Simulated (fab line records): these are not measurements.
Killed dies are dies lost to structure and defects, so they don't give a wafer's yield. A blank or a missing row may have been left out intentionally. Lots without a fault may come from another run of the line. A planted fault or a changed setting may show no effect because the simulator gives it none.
Chamber matching | flow n5 finfet | N5_BEOL_M1_STRIP_36 on rie diel-05: 4 sister chambers
The step strips in N2/H2. 4 wafers are shown with their chamber, then 8 later ones without.

WAFERS, EACH WITH ITS CHAMBER
wafer  | chamber | showerhead plenum p Torr (Torr)
L086.5 | 1       | 2.62
L087.1 | 3       | 2.52
L087.2 | 2       | 2.66
L088.1 | 0       | 2.48

WAFERS WHOSE CHAMBER IS MISSING
wafer  | showerhead plenum p Torr (Torr)
L088.3 | 2.62
L088.6 | 2.48
L091.1 | 2.51
L091.2 | 2.62
L091.6 | 2.51
L097.2 | 2.47
L097.3 | 2.51
L097.6 | 2.65

THE CHAMBER EACH PASSED THROUGH
wafer  | from the rows above | in truth
L088.3 | 1                   | 1
L088.6 | 0                   | 0
L091.1 | 3                   | 3
L091.2 | 1                   | 1
L091.6 | 3                   | 3
L097.2 | 0                   | 0
L097.3 | 3                   | 3
L097.6 | 2                   | 2
8 of 8 placed correctly. Left unplaced by these rows: 0. Wrongly placed: 0.
How it was worked out, from the rows above alone: a wafer's distance from a chamber is the root of the sum, over the readings, of the square of ((its reading less the chamber's mean) divided by the reading's scatter). The wafer belongs to the nearest chamber; if the next one is less than 2 further off, it can't be placed. For every chamber, the mean is computed from those of its wafers that are shown. The scatter: with one shown wafer a chamber, the root of the mean of the squares of how far each hidden wafer lies from its nearest shown one.
